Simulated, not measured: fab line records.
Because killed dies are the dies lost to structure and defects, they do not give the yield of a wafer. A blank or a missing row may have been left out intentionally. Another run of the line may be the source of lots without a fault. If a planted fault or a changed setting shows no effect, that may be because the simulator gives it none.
A lot that was struck, set against a sound lot	flow n5_finfet	37 out of 1938 route steps
Sound: the wafers L536.1, L536.2, L536.5. Struck: wafer L549.1. (L549.3 of the same lot was not struck and is left out.) The cause comes at the end.
Each step with rows lists, per side, the tool, then ch with its chambers, then its first start. Under that, the readings that differ: sound wafers	struck wafers	difference of the means	sigmas: that difference in standard deviations of wafers without a fault.
alike: readings with means less than 2 such deviations apart, plus words and numbers identical on both sides. not compared: withheld readings, readings lacking a value on some wafer, bounds such as >300 that could conceal the same value, and numbers that have no deviation in the record and whose values overlap.
A row with sigmas, a row that says differs or no value, or rows on one side alone: a step with any of these is where the two part. Numbers that have no deviation but don't overlap get no sigmas and don't part them. Lack of a reading on every wafer of one side parts them only where that side has two or more wafers.

first, 8 steps without rows for these wafers: N5_MOL_CONTACT_COAG_PRECLEAN_138 (cleans in alkaline clean, time 60 s); N5_MOL_CONTACT_COAG_SRD_139 (time 30 s); N5_MOL_CONTACT_COAG_PRE_CLEAN_121; N5_MOL_CONTACT_COAG_CVD_140 (deposits W, target thk 66.5 nm, time 215 s); N5_MOL_CONTACT_COAG_PRECLEAN_127 (cleans in DIW, time 57.5 s); N5_MOL_CONTACT_COAG_SRD_128 (dry time 32 s); N5_MOL_CONTACT_COAG_CMP_52 (polishes, stops on SiO2, t overpolish 1.5 s, target thk 66.5 nm); N5_MOL_CONTACT_COAG_ANNEAL_112 (time 1800 s).
N5_BEOL_M0_SAQP_PECVD_00: deposits SiCN from 3MS/NH3, target thk 8 nm, time 14 s.
  sound on pecvd-04 ch 0,2, day 6 09:03; struck on pecvd-04 ch 2, day 9 12:50
reading	sound	struck	difference	sigmas
rf_fwd_power_W (W)	197.2 198.1 197.7	199.7	+2.0	+2
model.SiCN_of_BEOL_M0_SAQP_PECVD_00.thk_nm (nm)	8 8 8.2	13.4	+5.3	
  alike: showerhead_plenum_p_Torr, throttle_valve_pct
then, 25 steps without rows for these wafers: N5_BEOL_M0_SAQP_ILD_DEP_01 (deposits SiOC from DEMS/O2, target thk 45.419 nm, time 8.7 s); N5_BEOL_M0_SAQP_HM_DEP_02 (deposits TiN, target thk 12 nm); N5_BEOL_M0_SAQP_PECVD_03 (deposits SiCN from 3MS/NH3, target thk 12 nm, time 21.1 s); N5_BEOL_M0_SAQP_PECVD_96 (deposits a-Si from SiH4/He, target thk 45 nm, time 45.2 s); N5_BEOL_M0_SAQP_PECVD_97 (deposits SiNx from SiH4/NH3/N2, target thk 23 nm, time 19.9 s); N5_BEOL_M0_SAQP_PECVD_04 (deposits a-Si from SiH4/He, target thk 60 nm, time 60.2 s); N5_BEOL_M0_SAQP_HM_DEP_111 (deposits SiO2 from SiH4/N2O, target thk 12 nm, time 7.2 s); N5_BEOL_M0_SAQP_COAT_81 (time 60 s, resist thk 100 nm); N5_BEOL_M0_SAQP_COAT_82 (time 60 s, resist thk 30 nm); N5_BEOL_M0_SAQP_COAT_08 (resist thk 90 nm); N5_BEOL_M0_SAQP_EBR_10; N5_BEOL_M0_SAQP_SOFTBAKE_09 (time 60 s); N5_BEOL_M0_SAQP_EXPOSE_11 (exposes mask M0 CORE, target cd 42 nm); N5_BEOL_M0_SAQP_PEB_12 (peb time 60 s); N5_BEOL_M0_SAQP_DEVELOP_13 (develop time 30 s); N5_BEOL_M0_SAQP_DESCUM_19 (chemistry O2, time 7.9 s); N5_BEOL_M0_SAQP_ETCH_83 (etches SiARC in CF4, target depth 39 nm, time 65 s); N5_BEOL_M0_SAQP_ETCH_84 (etches SOC in N2/H2, target depth 100 nm, overetch 20 nm, time 150 s); N5_BEOL_M0_SAQP_STRIP_80 (strips in N2/H2); N5_BEOL_M0_SAQP_HM_OPEN_112 (chemistry CHF3/O2, target SiO2, stops on a-Si, target depth 12 nm, time 13.5 s); N5_BEOL_M0_SAQP_STRIP_113 (strips in CHF3/O2); N5_BEOL_M0_SAQP_MANDREL_ETCH_20 (etches a-Si in HBr/Cl2, stops on SiNx, target depth 60 nm, bt time 10 s, time 30 s); N5_BEOL_M0_SAQP_STRIP_86 (strips in N2/H2); N5_BEOL_M0_SAQP_STRIP_115 (strips in post etch residue remover, time 60 s); N5_BEOL_M0_SAQP_SRD_93 (time 30 s).
N5_BEOL_M0_ETCH_109: etches SiCN in CH3F/O2, target depth 8 nm, overetch 2.4 nm, time 27.4 s.
  sound on rie_diel-04 ch 1,2,3, day 6 19:53; struck on rie_diel-04 ch 2, day 9 22:22
reading	sound	struck	difference	sigmas
oes_product_au (a.u.)	0.63 0.64 0.60	0.97	+0.35	+5
throttle_valve_pct (%)	16.37 16.20 16.25	15.81	-0.46	-2
model.etch.depth_nm (nm)	8.074 7.964 8.183	10.62	+2.55	
  alike: drypump_motor_current_A, rf_fwd_power_W, rf_vpp_V, showerhead_plenum_p_Torr
  not compared: rf_hours_counter_h
N5_BEOL_M4_RC_MEAS_101:
  the record has rows for the sound wafers here (prober-01 ch 0, day 9 04:55) and none for the struck ones
-- here the record skips 7 days between the struck wafers' starts before and after, leaving off in module BEOL_M4 and picking up in module PASSIVATION (first step shown: number 1936 of the route) --
N5_PASSIVATION_PROBE_49:
  struck on prober-02, day 17 08:31; sound on prober-02, day 13 22:37
reading	sound	struck	difference	sigmas
defect_limited_yield (%)	90.6 89.7 87.5	0	-89	-64
killed_at_M0_to_M3	52 54 60	1105	+1050	+95
killed_dies	111 122 147	1180	+1053	+62
killed_on_rim	16 8 20	152	+137	+33
sort_bin_5_function (%)	5.5 6.4 7.6	96.1	+89.6	+99 or more
sort_n_pass	1069 1058 1033	0	-1053	-62
sort_yield_pct (%)	90.6 89.7 87.5	0	-89	-64
  alike: killed_at_M4_up, killed_at_contacts, killed_at_front_end, killed_at_other, killed_open, killed_short, sort_bin_6_memory, sort_bin_8_speed

== WHERE THEY PART ==
Last at N5_PASSIVATION_PROBE_49 as far as this record goes, first at N5_BEOL_M0_SAQP_PECVD_00.

WHY: what the simulator had put in
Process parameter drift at N5_BEOL_M0_SAQP_PECVD_00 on pecvd-04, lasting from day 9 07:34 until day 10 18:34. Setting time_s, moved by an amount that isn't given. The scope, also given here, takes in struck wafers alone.
